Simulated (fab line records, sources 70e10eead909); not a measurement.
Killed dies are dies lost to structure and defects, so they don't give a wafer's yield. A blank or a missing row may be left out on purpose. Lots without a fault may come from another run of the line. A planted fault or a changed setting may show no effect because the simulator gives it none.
fab line records | flow nand_harc
record lots=24 wafers=72 last_day=34
route steps=1302 shown A_CHANNEL_HOLE_D1@483 A_CHANNEL_FILL_D1@500 A_ONON_D2@565 A_CHANNEL_FILL_D2@620 A_STAIRCASE@651
lots that met no fault: from a run of the same line without faults
start_h: hours from the record's first day to the start of the lot's first wafer shown | wait_h: hours since the lot's step before | " the same as in the row above | L1.1+2: a row that stands for several wafers | - no value, or no start given | * or withheld: withheld | < > ~ a bound
route shown NAME@n: a module of which the file shows steps, and the number in the route of the first | usual: mean/standard deviation of fault-free wafers | same: alike in all rows | chamber/n: place in a boat | sites: the reading at each site | _std_site: their standard deviation | _edge_site: outer sites' mean less inner sites' | radius_mm: how far each site lies from the wafer's centre | mask NAME#n: copy n | behind: the tool/chamber that last shaped the wafer | hold: why the lot was held/for how many hours/how that ended | device: the transistor (n, p or np) that didn't switch | end of line: the same wafers' tests at the end of the route | a step without rows: its recipe alone | killed: dies lost to structure and defects at the first sort, not the wafer's yield | map: a wafer's dies, x killed, . not, _ none there
set.NAME: the setting as run; set.NAME@STEP: as run at that earlier step | model.NAME: the simulator's own value behind a step, which no gauge read
steps of the route over a sample of lots; a table a step, a row a wafer
services: from which hour (start_h, from the record's first day; less than 0 if before it) a tool's chamber was out of use, for how many hours, and why
## steps
# step NHARC_A_CHANNEL_HOLE_D1_ETCH_44
# recipe target_depth_a=1400 overetch_a=140 time_s=77 ion_energy_ev=100 cf4_flow_sccm=80 o2_flow_sccm=20 ar_flow_sccm=0 rf_w=300 bias_w=100 chemistry=CF4/O2
# usual drypump_motor_current_A=5.66/0.28 oes_product_au=1.001/0.0087 rf_vpp_V=198.1/1.1 showerhead_plenum_p_Torr=1.35/0.032 throttle_valve_pct=13.398/0.009
# same time_s=77
# columns lot.wafer tool chamber start_h wait_h drypump_motor_current_A oes_product_au rf_hours_counter_h rf_vpp_V showerhead_plenum_p_Torr throttle_valve_pct
L076.2 rie_diel-10 3 197.17 0.1 6.14 1.005 8 197.5 1.38 13.401
L076.1 " 0 " " 5.54 0.996 9 196.8 1.30 13.400
L076.5 " 1 " " 5.60 1.000 - 197.7 1.36 13.408
L075.3 rie_diel-11 2 197.41 0.1 5.38 1.008 30 199.6 1.39 13.405
L075.2 " 0 " " 6.63 0.997 33 198.9 1.36 13.409
L075.5 " 1 " " 5.12 1.014 - 198.6 1.34 13.400
L074.4 rie_diel-10 0 200.87 0.1 5.54 0.996 9 197.5 1.30 13.384
L074.3 " 1 " " 5.63 1.006 10 199.1 1.36 13.406
L074.5 " 1 " " 5.63 1.009 - 199.5 1.36 13.377
L077.4 rie_diel-10 3 214.61 0.1 6.17 1.010 9 197.9 1.38 13.396
L077.2 " 2 " " 5.59 0.990 11 199.1 1.35 13.397
L077.6 " 3 " " 6.14 1.010 - 198.4 1.38 13.416
L078.2 rie_diel-08 2 222.09 0.1 5.59 1.002 5 197.4 1.32 13.388
L078.4 " 0 " " 5.34 0.986 7 198.1 1.37 13.399
L078.1 " 1 " " 5.58 0.986 7 199.2 1.40 13.402
L079.2 rie_diel-08 3 242.01 0.1 5.81 0.998 11 197.2 1.33 13.398
L079.6 " 0 " " 5.36 0.999 - 199.1 1.37 13.391
L079.5 " 1 " " 5.60 0.995 - 200.0 1.39 13.402
L080.2 rie_diel-08 0 243.92 0.1 5.34 0.994 14 196.6 1.37 13.389
L080.1 " 1 " " 5.58 1.007 15 197.8 1.39 13.407
L080.4 " 2 " " 5.60 0.989 13 197.5 1.32 13.394
L081.2 rie_diel-10 1 269.31 0.1 5.64 1.007 1 199.5 1.36 13.421
L081.1 " 0 " " 5.55 1.007 1 195.6 1.30 13.400
L081.4 " 0 " " 5.55 1.016 - 196.4 1.30 13.397
L082.1 rie_diel-08 0 271.36 0.1 5.34 0.991 25 199.0 1.36 13.402
L082.6 " 0 " " 5.35 1.003 - 197.7 1.37 13.402
L082.5 " 1 " " 5.56 0.998 - 198.4 1.39 13.391
L083.3 rie_diel-08 3 276.09 0.1 5.79 0.993 23 197.6 1.33 13.388
L083.4 " 0 " " 5.37 0.998 26 196.5 1.36 13.401
L083.1 " 1 " " 5.59 1.002 27 198.9 1.39 13.395
L084.3 rie_diel-10 1 276.58 0.1 5.59 1.005 3 198.4 1.36 13.395
L084.1 " 2 " " 5.59 1.000 2 197.8 1.35 13.390
L084.5 " 1 " " 5.60 1.010 - 197.5 1.36 13.390
L085.4 rie_diel-10 3 291.94 0.1 6.21 0.997 2 199.0 1.38 13.389
L085.3 " 2 " " 5.60 0.998 4 198.3 1.35 13.403
L085.5 " 0 " " 5.56 1.004 - 196.7 1.30 13.393
L086.1 rie_diel-10 3 302.85 0.1 6.15 0.995 3 198.6 1.38 13.398
L086.6 " 3 " " 6.16 1.002 - 199.0 1.38 13.407
L086.5 " 0 " " 5.56 1.016 - 195.6 1.30 13.408
L088.4 rie_diel-10 0 330.44 0.1 5.55 1.009 6 197.4 1.30 13.388
L088.1 " 2 " " 5.61 0.995 7 197.6 1.35 13.388
L088.6 " 0 " " 5.57 1.009 - 198.1 1.30 13.400
L089.2 rie_diel-08 0 331.01 0.1 5.34 0.989 46 199.9 1.36 13.395
L089.3 " 1 " " 5.59 0.999 47 200.1 1.39 13.391
L089.6 " 0 " " 5.34 0.987 - 198.8 1.36 13.398
L087.4 rie_diel-10 2 334.58 0.1 5.61 1.001 7 198.4 1.35 13.403
L087.1 " 3 " " 6.14 1.004 5 198.0 1.38 13.388
L087.6 " 0 " " 5.53 1.010 - 198.3 1.30 13.390
L090.1 rie_diel-08 3 345.79 0.1 5.84 0.990 47 197.1 1.32 13.382
L090.3 " 0 " " 5.34 0.997 51 197.8 1.36 13.401
L090.6 " 2 " " 5.57 0.997 - 196.4 1.31 13.382
L091.2 rie_diel-11 1 353.73 0.1 5.09 1.016 30 198.0 1.33 13.403
L091.3 " 2 " " 5.37 1.012 31 197.3 1.38 13.398
L091.1 " 3 " " 5.22 1.020 28 199.3 1.41 13.413
L092.3 rie_diel-10 0 362.06 0.1 5.54 1.004 8 196.9 1.30 13.403
L092.4 " 3 " " 6.16 0.997 6 199.0 1.38 13.399
L092.6 " 0 " " 5.54 1.012 - 196.1 1.30 13.400
L093.2 rie_diel-10 2 370.22 0.0 5.60 0.979 10 199.4 1.35 13.412
L093.4 " 0 " " 5.56 1.003 10 199.1 1.30 13.412
L093.5 " 2 " " 5.59 0.995 - 196.8 1.35 13.394
L094.3 rie_diel-10 3 379.97 0.0 6.13 1.005 8 198.9 1.38 13.387
L094.1 " 1 " " 5.63 1.004 12 199.6 1.36 13.408
L094.4 " 2 " " 5.64 0.991 11 197.7 1.35 13.395
L095.4 rie_diel-10 0 406.67 0.1 5.55 0.994 12 197.6 1.30 13.383
L095.3 " 2 " " 5.62 0.993 13 198.4 1.34 13.394
L095.6 " 0 " " 5.58 0.999 - 197.9 1.30 13.395
L096.1 rie_diel-10 0 410.53 0.0 5.55 1.005 13 195.6 1.30 13.407
L096.3 " 1 " " 5.65 1.007 14 198.8 1.36 13.406
L096.6 " 1 " " 5.63 1.008 - 198.2 1.36 13.387
L097.1 rie_diel-10 0 414.67 0.1 5.55 1.006 13 196.9 1.30 13.402
L097.2 " 1 " " 5.66 1.013 15 200.1 1.36 13.390
L097.5 " 0 " " 5.55 1.020 - 197.8 1.30 13.393
# step NHARC_A_CHANNEL_FILL_D1_ETCHBACK_20
# recipe target_depth_a=270 time_s=13.5 c4f8_flow_sccm=withheld o2_flow_sccm=8 ar_flow_sccm=withheld rf_w=600 bias_w=1500 chemistry=C4F8/O2/Ar
# usual oes_product_au=0.97/0.04 rf_vpp_V=979/5.4
# same time_s=13.5
# columns lot.wafer tool chamber start_h wait_h oes_product_au rf_hours_counter_h rf_vpp_V
L076.2 rie_diel-07 1 222.37 - 1.00 5 986
L076.1 " 3 " " 0.93 4 976
L076.5 " 1 " " 0.99 - 986
L075.2 rie_diel-03 1 222.38 - 1.00 9 974
L075.3 " 2 " " 1.00 9 982
L075.5 " 2 " " 0.99 - 981
L074.3 rie_diel-03 2 227.44 - 1.00 9 982
L074.4 " 3 " " 1.00 - 974
L074.5 " 0 " " 1.02 - 978
L077.2 rie_diel-07 0 242.40 - 0.93 7 974
L077.4 " 2 " " 0.93 - 978
L077.6 " 3 " " 0.93 - 976
L078.1 rie_diel-03 1 248.06 - 0.93 10 975
L078.2 " 2 " " 0.92 10 982
L078.4 " 1 " " 0.93 - 975
L080.1 rie_diel-03 1 268.48 - 1.00 11 975
L080.2 " 2 " " 1.00 11 983
L080.4 " 3 " " 0.99 11 973
L079.2 rie_diel-07 0 268.49 - 0.92 10 975
L079.6 " 2 " " 0.93 - 978
L079.5 " 3 " " 0.91 - 975
L081.2 rie_diel-06 2 294.88 - 1.01 7 988
L081.4 " 3 " " 1.01 7 970
L081.1 " 0 " " 0.98 8 982
L082.1 rie_diel-03 1 294.88 - 1.01 0 975
L082.5 " 0 " " 1.01 - 980
L082.6 " 1 " " 1.02 - 976
L083.1 rie_diel-06 1 302.08 - 0.92 8 988
L083.4 " 2 " " 0.93 7 988
L083.3 " 0 " " 0.92 8 982
L084.1 rie_diel-03 1 302.12 - 1.01 1 975
L084.3 " 2 " " 1.02 1 982
L084.5 " 3 " " 1.00 - 972
L085.3 rie_diel-06 3 317.13 - 1.01 - 969
L085.4 " 1 " " 1.01 - 988
L085.5 " 1 " " 1.03 - 987
L086.1 rie_diel-03 1 328.97 - 1.01 2 974
L086.6 " 0 " " 1.01 - 979
L086.5 " 1 " " 1.01 - 974
L088.1 rie_diel-03 3 355.79 - 1.00 4 972
L088.4 " 0 " " 1.02 4 979
L088.6 " 0 " " 1.02 - 978
L089.3 rie_diel-06 2 355.81 - 1.00 2 988
L089.2 " 3 " " 1.00 2 969
L089.6 " 1 " " 1.01 - 987
L087.1 rie_diel-03 1 359.89 - 1.02 4 975
L087.4 " 3 " " 0.99 4 972
L087.6 " 2 " " 1.02 - 982
L090.3 rie_diel-07 0 371.35 - 0.99 3 975
L090.1 " 1 " " 0.99 3 985
L090.6 " 0 " " 0.99 - 973
L091.2 rie_diel-06 2 381.52 - 0.99 3 988
L091.1 " 3 " " 0.98 3 969
L091.3 " 0 " " 0.99 3 981
L092.3 rie_diel-06 1 387.31 - 1.01 3 986
L092.4 " 2 " " 1.01 3 987
L092.6 " 3 " " 0.99 - 970
L093.2 rie_diel-03 2 397.72 - 0.95 8 983
L093.5 " 0 " " 0.93 - 979
L093.4 " 2 " " 0.93 - 982
L094.3 rie_diel-07 1 405.43 - 0.92 6 986
L094.1 " 2 " " 0.93 5 979
L094.4 " 3 " " 0.92 5 976
L095.3 rie_diel-07 1 432.81 - 0.93 7 985
L095.4 " 2 " " 0.95 6 977
L095.6 " 3 " " 0.92 - 977
L096.1 rie_diel-03 2 435.84 - 0.93 11 981
L096.3 " 0 " " 0.92 9 978
L096.6 " 1 " " 0.94 - 975
L097.1 rie_diel-07 1 440.35 - 0.92 7 986
L097.2 " 2 " " 0.94 6 977
L097.5 " 0 " " 0.91 - 974
# step NHARC_A_CHANNEL_FILL_D1_STRIP_29
# recipe time_s=20 o2_flow_sccm=500 ar_flow_sccm=0 bias_w=0 chemistry=O2
# usual drypump_motor_current_A=5.8/0.5 oes_product_au=1.000/0.012 rf_vpp_V=57.8/0.9 showerhead_plenum_p_Torr=3.55/0.16 throttle_valve_pct=17.036/0.0079
# same time_s=20
# columns lot.wafer tool chamber start_h wait_h drypump_motor_current_A oes_product_au rf_hours_counter_h rf_vpp_V showerhead_plenum_p_Torr throttle_valve_pct
L075.2 rie_diel-03 1 - - 6.2 1.009 9.7 56.5 3.44 17.042
L075.3 " 3 " " 5.4 0.994 9.6 57.3 3.40 17.032
L075.5 " 1 " " 6.2 0.997 - 57.9 3.44 17.042
L076.1 rie_diel-06 3 - - 5.9 1.005 4.5 57.2 3.31 17.023
L076.2 " 2 " " 5.2 1.004 3.9 60.3 3.79 17.037
L076.5 " 0 " " 5.8 0.997 - 57.6 3.60 17.040
L074.4 rie_diel-06 3 - - 5.9 0.996 5.0 57.6 3.31 17.045
L074.3 " 0 " " 5.8 0.981 5.1 57.4 3.60 17.045
L074.5 " 3 " " 5.9 0.989 - 55.5 3.31 17.029
L077.4 rie_diel-06 0 - - 5.8 0.971 5.6 57.5 3.60 17.039
L077.2 " 1 " " 5.1 0.997 4.5 58.1 3.77 17.037
L077.6 " 0 " " 5.8 0.993 - 59.0 3.60 17.044
L078.2 rie_diel-06 2 - - 5.2 1.005 5.0 56.8 3.79 17.035
L078.4 " 0 " " 5.8 0.988 6.1 57.5 3.60 17.032
L078.1 " 1 " " 5.1 1.012 4.9 58.4 3.77 17.053
L079.2 rie_diel-07 3 - - 6.6 0.993 8.8 58.5 3.47 17.042
L079.6 " 3 " " 6.7 1.003 - 58.2 3.47 17.048
L079.5 " 0 " " 6.3 1.003 - 55.9 3.43 17.045
L080.1 rie_diel-06 3 286.39 0.1 5.8 1.008 6.8 57.0 3.31 17.036
L080.2 " 2 " " 5.2 1.020 6.2 59.7 3.79 17.045
L080.4 " 2 " " 5.2 1.015 - 59.1 3.79 17.032
L082.1 rie_diel-07 0 - - 6.3 1.006 0.1 58.1 3.43 17.034
L082.6 " 1 " " 4.9 0.987 - 57.5 3.72 17.040
L082.5 " 2 " " 6.3 1.006 - 57.6 3.51 17.035
L081.1 rie_diel-03 0 - - 5.9 1.021 1.2 57.9 3.55 17.027
L081.2 " 1 " " 6.2 1.004 1.0 57.6 3.44 17.032
L081.4 " 2 " " 6.0 1.018 1.3 57.1 3.62 17.033
L084.3 rie_diel-03 0 - - 5.9 1.022 1.4 58.4 3.54 17.031
L084.1 " 1 " " 6.2 1.015 1.3 57.2 3.44 17.024
L084.5 " 2 " " 6.0 1.006 - 58.0 3.62 17.031
L083.3 rie_diel-06 2 319.65 0.1 5.2 0.999 0.1 58.9 3.79 17.037
L083.1 " 3 " " 5.8 1.004 0.1 56.4 3.31 17.034
L083.4 " 1 " " 5.1 1.005 - 57.7 3.77 17.039
L085.3 rie_diel-03 2 - - 6.0 1.011 3.1 58.7 3.62 17.035
L085.4 " 0 " " 5.9 1.003 2.6 57.5 3.54 17.023
L085.5 " 2 " " 6.0 1.006 - 58.0 3.62 17.031
L086.1 rie_diel-03 1 - - 6.2 1.011 3.2 55.9 3.44 17.030
L086.6 " 2 " " 6.1 1.006 - 56.8 3.62 17.032
L086.5 " 3 " " 5.4 0.989 - 56.3 3.39 17.014
L088.1 rie_diel-03 2 - - 6.0 1.024 5.3 57.7 3.62 17.037
L088.4 " 1 " " 6.2 1.015 4.6 58.5 3.44 17.030
L088.6 " 3 " " 5.4 1.000 - 56.9 3.39 17.037
L089.2 rie_diel-06 0 - - 5.8 0.988 2.8 57.7 3.60 17.017
L089.3 " 1 " " 5.1 1.008 2.8 56.9 3.76 17.039
L089.6 " 3 " " 5.9 0.993 - 57.2 3.31 17.046
L087.4 rie_diel-06 3 - - 5.8 0.998 2.7 56.9 3.31 17.040
L087.1 " 0 " " 5.8 0.999 3.0 58.9 3.60 17.026
L087.6 " 2 " " 5.2 0.989 - 58.4 3.79 17.046
L090.1 rie_diel-07 0 - - 6.4 0.988 4.1 56.3 3.43 17.038
L090.3 " 2 " " 6.3 1.004 4.1 57.3 3.50 17.035
L090.6 " 0 " " 6.3 0.991 - 57.2 3.43 17.053
L091.3 rie_diel-07 2 - - 6.3 1.007 5.1 56.9 3.50 17.040
L091.2 " 0 " " 6.4 0.972 6.0 57.3 3.43 17.035
L091.1 " 1 " " 4.9 0.985 6.2 58.5 3.72 17.038
L092.3 rie_diel-06 0 - - 5.8 0.995 4.0 57.5 3.60 17.045
L092.4 " 1 " " 5.1 1.009 4.2 57.8 3.76 17.035
L092.6 " 3 " " 5.8 1.004 - 55.8 3.31 17.038
L093.2 rie_diel-06 1 - - 5.1 1.018 4.5 59.3 3.76 17.043
L093.4 " 0 " " 5.8 0.983 4.3 58.4 3.60 17.042
L093.5 " 2 " " 5.2 1.017 - 58.2 3.79 17.035
L094.4 rie_diel-07 1 - - 4.9 0.994 6.6 58.7 3.72 17.033
L094.1 " 2 " " 6.2 1.029 5.6 58.0 3.50 17.050
L094.3 " 0 " " 6.4 0.998 6.5 57.2 3.43 17.043
L095.4 rie_diel-03 1 - - 6.2 1.011 9.2 57.8 3.43 17.030
L095.3 " 2 " " 6.0 0.999 10.9 57.7 3.62 17.036
L095.6 " 2 " " 6.0 0.995 - 58.8 3.62 17.043
L096.3 rie_diel-07 2 - - 6.2 1.020 5.9 57.2 3.50 17.033
L096.1 " 0 " " 6.3 0.988 6.9 56.4 3.43 17.050
L096.6 " 2 " " 6.2 1.026 - 58.2 3.50 17.034
L097.1 rie_diel-07 0 - - 6.3 0.996 6.9 56.9 3.43 17.034
L097.2 " 1 " " 4.9 0.992 7.0 58.6 3.72 17.024
L097.5 " 1 " " 4.9 0.988 - 60.5 3.72 17.031
# step NHARC_A_ONON_D2_THK_MEAS_30
# recipe thk_meas_gauge=ellipsometry
# usual thk_nm=1002/8.6
# columns lot.wafer tool chamber start_h wait_h thk_nm
L076.1 film_metro-02 - 293.26 - 1011
L076.2 " - " " 1014
L076.5 " - " " 1013
L075.2 film_metro-02 - 293.48 - 991
L075.3 " - " " 991
L075.5 " - " " 991
L074.3 film_metro-01 - 304.58 - 1003
L074.4 " - " " 1002
L074.5 " - " " 1002
L078.1 film_metro-01 - 314.76 - 997
L078.2 " - " " 997
L078.4 " - " " 999
L077.2 film_metro-02 - 314.76 - 991
L077.4 " - " " 992
L077.6 " - " " 993
L080.1 film_metro-02 - 339.79 - 1009
L080.2 " - " " 1009
L080.4 " - " " 1010
L079.2 film_metro-01 - 339.80 - 1000
L079.5 " - " " 998
L079.6 " - " " 999
L082.1 film_metro-01 - 372.17 - 992
L082.5 " - " " 995
L082.6 " - " " 995
L084.1 film_metro-01 - 372.30 - 998
L084.3 " - " " 998
L084.5 " - " " 997
L081.1 film_metro-01 - 372.52 - 1000
L081.2 " - " " 997
L081.4 " - " " 999
L083.1 film_metro-02 - 372.65 - 1002
L083.3 " - " " 1001
L083.4 " - " " 1002
L085.3 film_metro-02 - 390.76 - 1012
L085.4 " - " " 1012
L085.5 " - " " 1013
L086.1 film_metro-01 - 405.76 - 1008
L086.5 " - " " 1007
L086.6 " - " " 1009
L087.1 film_metro-01 - 427.26 - 1012
L087.4 " - " " 1013
L087.6 " - " " 1011
L088.1 film_metro-02 - 427.27 - 1007
L088.4 " - " " 1007
L088.6 " - " " 1007
L089.2 film_metro-01 - 427.27 - 1021
L089.3 " - " " 1021
L089.6 " - " " 1022
L090.1 film_metro-01 - 450.81 - 984
L090.3 " - " " 983
L090.6 " - " " 984
L091.1 film_metro-02 - 450.81 - 995
L091.2 " - " " 995
L091.3 " - " " 995
L092.3 film_metro-01 - 456.32 - 1009
L092.4 " - " " 1008
L092.6 " - " " 1006
L093.2 film_metro-02 - 469.80 - 1006
L093.4 " - " " 1009
L093.5 " - " " 1008
L094.1 film_metro-02 - 480.43 - 1006
L094.3 " - " " 1008
L094.4 " - " " 1007
L096.1 film_metro-02 - 508.89 - 994
L096.3 " - " " 994
L096.6 " - " " 993
L095.3 film_metro-01 - 508.90 - 1001
L095.4 " - " " 1002
L095.6 " - " " 1002
L097.1 film_metro-01 - 516.23 - 1007
L097.2 " - " " 1009
L097.5 " - " " 1008
# step NHARC_A_CHANNEL_FILL_D2_ETCHBACK_20
# recipe target_depth_a=270 time_s=13.5 c4f8_flow_sccm=withheld o2_flow_sccm=8 ar_flow_sccm=withheld rf_w=600 bias_w=1500 chemistry=C4F8/O2/Ar
# usual oes_product_au=0.983/0.024 rf_vpp_V=981/4.4
# same time_s=13.5
# columns lot.wafer tool chamber start_h wait_h oes_product_au rf_hours_counter_h rf_vpp_V
L076.2 rie_diel-04 2 328.70 - 0.988 28 986
L076.1 " 0 " " 0.985 24 980
L076.5 " 2 " " 0.988 - 987
L075.2 rie_diel-09 3 332.59 - 0.991 0 981
L075.3 " 1 " " 0.996 0 979
L075.5 " 0 " " 1.012 - 989
L074.3 rie_diel-02 3 340.74 - 0.995 - 976
L074.4 " 1 " " 1.004 - 989
L074.5 " 1 " " 0.999 - 989
L078.2 rie_diel-04 1 352.94 - 0.995 32 980
L078.4 " 2 " " 0.998 32 986
L078.1 " 3 " " 1.002 28 986
L077.2 rie_diel-09 2 352.94 - 1.006 1 974
L077.4 " 0 " " 1.001 1 988
L077.6 " 1 " " 0.997 - 980
L079.2 rie_diel-09 2 374.96 - 1.007 2 974
L079.6 " 2 " " 0.999 - 975
L079.5 " 3 " " 0.989 - 982
L080.1 rie_diel-02 0 374.96 - 0.961 3 980
L080.2 " 1 " " 0.951 3 987
L080.4 " 2 " " 0.933 3 986
L084.3 rie_diel-04 3 413.06 - 0.922 6 984
L084.1 " 0 " " 0.924 7 979
L084.5 " 3 " " 0.928 - 986
L082.1 rie_diel-09 2 413.08 - 0.996 3 971
L082.6 " 0 " " 0.984 - 987
L082.5 " 1 " " 0.988 - 980
L081.4 rie_diel-04 2 420.37 - 1.005 10 984
L081.2 " 3 " " 1.013 8 985
L081.1 " 1 " " 1.020 10 981
L083.3 rie_diel-04 0 426.96 - 1.013 10 979
L083.1 " 3 " " 1.011 9 985
L083.4 " 0 " " 1.016 - 978
L086.1 rie_diel-04 1 438.41 - 0.927 12 978
L086.5 " 1 " " 0.932 - 979
L086.6 " 2 " " 0.932 - 986
L085.4 rie_diel-09 0 438.42 - 0.971 3 988
L085.3 " 2 " " 0.983 4 974
L085.5 " 0 " " 0.978 - 988
L088.1 rie_diel-09 1 462.39 - 0.961 4 979
L088.4 " 2 " " 0.973 5 975
L088.6 " 1 " " 0.975 - 979
L087.1 rie_diel-02 0 462.41 - 0.993 1 979
L087.4 " 1 " " 0.981 1 988
L087.6 " 2 " " 0.977 - 984
L089.3 rie_diel-02 3 465.74 - 0.988 1 976
L089.2 " 0 " " 1.000 1 981
L089.6 " 0 " " 1.002 - 980
L091.2 rie_diel-09 3 486.89 - 0.990 5 980
L091.3 " 0 " " 0.994 5 986
L091.1 " 2 " " 0.976 5 974
L090.3 rie_diel-04 2 486.91 - 0.930 19 985
L090.1 " 0 " " 0.937 19 979
L090.6 " 2 " " 0.929 - 985
L092.3 rie_diel-09 1 490.94 - 0.985 5 979
L092.4 " 3 " " 1.000 5 982
L092.6 " 2 " " 0.991 - 974
L093.4 rie_diel-09 3 512.65 - 0.982 0 982
L093.2 " 0 " " 0.995 0 988
L093.5 " 1 " " 0.999 - 977
L094.3 rie_diel-09 2 517.68 - 0.977 0 974
L094.4 " 3 " " 0.990 0 981
L094.1 " 1 " " 1.000 0 979
L097.2 rie_diel-09 3 549.10 - 0.984 1 982
L097.1 " 1 " " 0.993 1 980
L097.5 " 2 " " 0.985 - 973
L095.4 rie_diel-04 3 549.11 - 0.985 1 984
L095.3 " 0 " " 0.982 1 979
L095.6 " 0 " " 0.981 - 978
L096.3 rie_diel-02 3 549.12 - 0.991 4 976
L096.1 " 1 " " 1.000 4 986
L096.6 " 3 " " 1.000 - 977
# step NHARC_A_STAIRCASE_ETCH_169
# recipe target_depth_a=500 time_s=107.1 ion_energy_ev=120 ch3f_flow_sccm=50 o2_flow_sccm=30 ar_flow_sccm=200 rf_w=500 bias_w=100 chemistry=CH3F/O2
# usual drypump_motor_current_A=5.7/0.45 oes_product_au=0.961/0.017 rf_vpp_V=244.5/1.4 showerhead_plenum_p_Torr=2.47/0.093 throttle_valve_pct=20.664/0.0091
# same time_s=107.1
# columns lot.wafer tool chamber start_h wait_h drypump_motor_current_A oes_product_au rf_hours_counter_h rf_vpp_V showerhead_plenum_p_Torr throttle_valve_pct
L075.2 rie_diel-01 1 355.44 0.1 5.9 0.959 43 243.0 2.50 20.668
L075.3 " 3 " " 5.7 0.975 40 243.6 2.39 20.663
L075.5 " 0 " " 5.4 0.989 - 242.1 2.27 20.666
L076.1 rie_diel-11 0 355.59 0.1 6.6 0.982 27 244.9 2.49 20.675
L076.2 " 1 " " 5.1 0.984 30 243.8 2.44 20.656
L076.5 " 0 " " 6.6 0.985 - 243.8 2.49 20.671
L074.4 rie_diel-08 2 365.85 0.1 5.6 0.980 53 242.3 2.42 20.660
L074.3 " 3 " " 5.8 0.959 53 243.1 2.43 20.655
L074.5 " 2 " " 5.6 0.971 - 243.0 2.41 20.667
L077.2 rie_diel-11 1 378.16 0.3 5.1 0.938 37 245.9 2.44 20.658
L077.4 " 3 " " 5.2 0.958 - 246.4 2.60 20.678
L077.6 " 1 " " 5.1 0.948 - 244.5 2.44 20.655
L078.2 rie_diel-01 3 378.28 0.2 5.7 0.943 51 243.8 2.38 20.665
L078.4 " 0 " " 5.4 0.953 47 242.2 2.27 20.659
L078.1 " 1 " " 5.9 0.963 54 244.0 2.49 20.680
L080.2 rie_diel-11 3 399.47 0.1 5.2 0.987 46 246.3 2.59 20.679
L080.4 " 0 " " 6.7 0.967 42 245.3 2.48 20.661
L080.1 " 2 " " 5.4 0.995 47 246.4 2.53 20.655
L079.2 rie_diel-08 1 403.17 0.1 5.6 0.960 6 246.0 2.55 20.659
L079.6 " 1 " " 5.6 0.966 - 245.5 2.55 20.664
L079.5 " 2 " " 5.6 0.961 - 242.7 2.41 20.665
L082.1 rie_diel-01 2 437.75 0.1 6.2 0.974 8 242.8 2.30 20.668
L082.5 " 1 " " 5.9 0.990 - 246.1 2.49 20.665
L082.6 " 2 " " 6.2 0.988 - 242.7 2.30 20.667
L084.1 rie_diel-01 3 437.93 0.1 5.7 0.932 14 243.8 2.38 20.658
L084.3 " 0 " " 5.4 0.929 15 245.3 2.65 20.666
L084.5 " 3 " " 5.7 0.922 - 243.4 2.37 20.669
L081.1 rie_diel-01 2 444.70 0.1 6.2 0.957 13 241.9 2.30 20.660
L081.4 " 3 " " 5.7 0.922 17 242.8 2.37 20.661
L081.2 " 0 " " 5.4 0.958 18 246.8 2.65 20.653
L083.1 rie_diel-08 1 452.46 0.3 5.6 0.936 20 247.4 2.54 20.667
L083.4 " 2 " " 5.6 0.927 19 242.4 2.41 20.668
L083.3 " 3 " " 5.8 0.936 20 244.2 2.42 20.657
L085.3 rie_diel-11 2 463.60 0.3 5.4 0.962 9 244.9 2.52 20.667
L085.4 " 3 " " 5.3 0.947 10 246.1 2.59 20.685
L085.5 " 1 " " 5.1 0.940 - 242.3 2.43 20.673
L086.1 rie_diel-08 3 463.63 0.2 5.8 0.944 26 244.7 2.42 20.668
L086.5 " 0 " " 5.4 0.948 - 245.7 2.49 20.666
L086.6 " 1 " " 5.6 0.936 - 243.7 2.54 20.675
L088.1 rie_diel-11 2 487.34 0.1 5.4 0.974 13 244.9 2.52 20.675
L088.4 " 0 " " 6.6 0.966 - 244.8 2.47 20.653
L088.6 " 1 " " 5.1 0.953 - 243.7 2.43 20.674
L087.1 rie_diel-08 0 487.46 0.1 5.4 0.972 32 245.6 2.49 20.673
L087.4 " 3 " " 5.8 0.968 39 243.2 2.41 20.659
L087.6 " 1 " " 5.6 0.976 - 247.2 2.54 20.655
L089.3 rie_diel-11 0 490.85 0.1 6.7 0.936 15 245.5 2.47 20.675
L089.2 " 1 " " 5.1 0.937 12 243.5 2.43 20.671
L089.6 " 2 " " 5.4 0.947 - 245.9 2.52 20.653
L090.3 rie_diel-11 3 511.79 0.1 5.3 0.967 19 246.9 2.58 20.662
L090.1 " 2 " " 5.4 0.990 19 245.8 2.52 20.658
L090.6 " 3 " " 5.3 0.966 - 247.0 2.58 20.650
L091.1 rie_diel-08 1 511.84 0.1 5.6 0.975 39 245.1 2.53 20.660
L091.3 " 2 " " 5.6 0.959 44 244.9 2.40 20.658
L091.2 " 3 " " 5.8 0.953 43 245.0 2.41 20.683
L092.4 rie_diel-01 1 517.63 0.1 5.9 0.953 45 244.7 2.48 20.676
L092.3 " 3 " " 5.7 0.933 38 244.0 2.37 20.634
L092.6 " 0 " " 5.4 0.953 - 246.2 2.64 20.660
L093.4 rie_diel-01 3 538.34 0.1 5.7 0.936 45 243.3 2.36 20.665
L093.2 " 0 " " 5.5 0.967 50 245.6 2.64 20.662
L093.5 " 0 " " 5.5 0.974 - 246.7 2.64 20.657
L094.4 rie_diel-08 0 542.70 0.1 5.4 0.981 54 244.9 2.48 20.669
L094.1 " 2 " " 5.6 0.952 59 242.6 2.39 20.657
L094.3 " 3 " " 5.8 0.968 59 243.4 2.41 20.665
L097.2 rie_diel-01 1 574.07 0.1 5.9 0.977 2 243.2 2.47 20.665
L097.1 " 0 " " 5.4 0.955 4 246.6 2.64 20.660
L097.5 " 1 " " 5.9 0.977 - 244.9 2.47 20.653
L096.3 rie_diel-11 2 574.24 0.1 5.4 0.962 37 244.2 2.51 20.660
L096.1 " 3 " " 5.3 0.967 41 245.5 2.57 20.674
L096.6 " 2 " " 5.4 0.961 - 245.6 2.51 20.657
L095.4 rie_diel-11 2 579.99 0.1 5.4 0.969 38 244.7 2.51 20.665
L095.3 " 3 " " 5.2 0.979 43 245.8 2.57 20.661
L095.6 " 0 " " 6.7 0.987 - 244.9 2.46 20.651
## services
# columns tool chamber start_h hours kind
rie_diel-07 - 184.74 0.2 repair
rie_diel-06 3 186.67 2.1 repair
rie_diel-03 0 204.08 6.0 repair
rie_diel-06 0 212.90 11.7 repair
rie_diel-03 1 226.98 4.3 repair
rie_diel-10 0 237.59 4.2 repair
rie_diel-03 0 244.04 8.1 repair
rie_diel-03 - 281.30 9.0 pm
rie_diel-06 0 286.08 2.9 repair
rie_diel-10 0 305.62 16.1 repair
rie_diel-06 - 307.20 9.0 pm
rie_diel-03 1 392.73 7.1 repair
rie_diel-03 3 393.10 4.0 repair
rie_diel-10 - 419.53 9.0 pm
rie_diel-03 - 458.36 9.0 pm
rie_diel-06 - 476.89 0.4 repair
rie_diel-06 - 484.20 9.0 pm
rie_diel-10 2 499.61 4.9 repair
rie_diel-03 3 509.15 5.7 repair
rie_diel-03 0 528.00 2.7 repair
rie_diel-06 3 529.62 5.5 repair
rie_diel-10 - 538.25 0.7 repair
rie_diel-10 2 555.41 28.7 repair
rie_diel-03 1 571.06 13.7 repair
## key
fault none
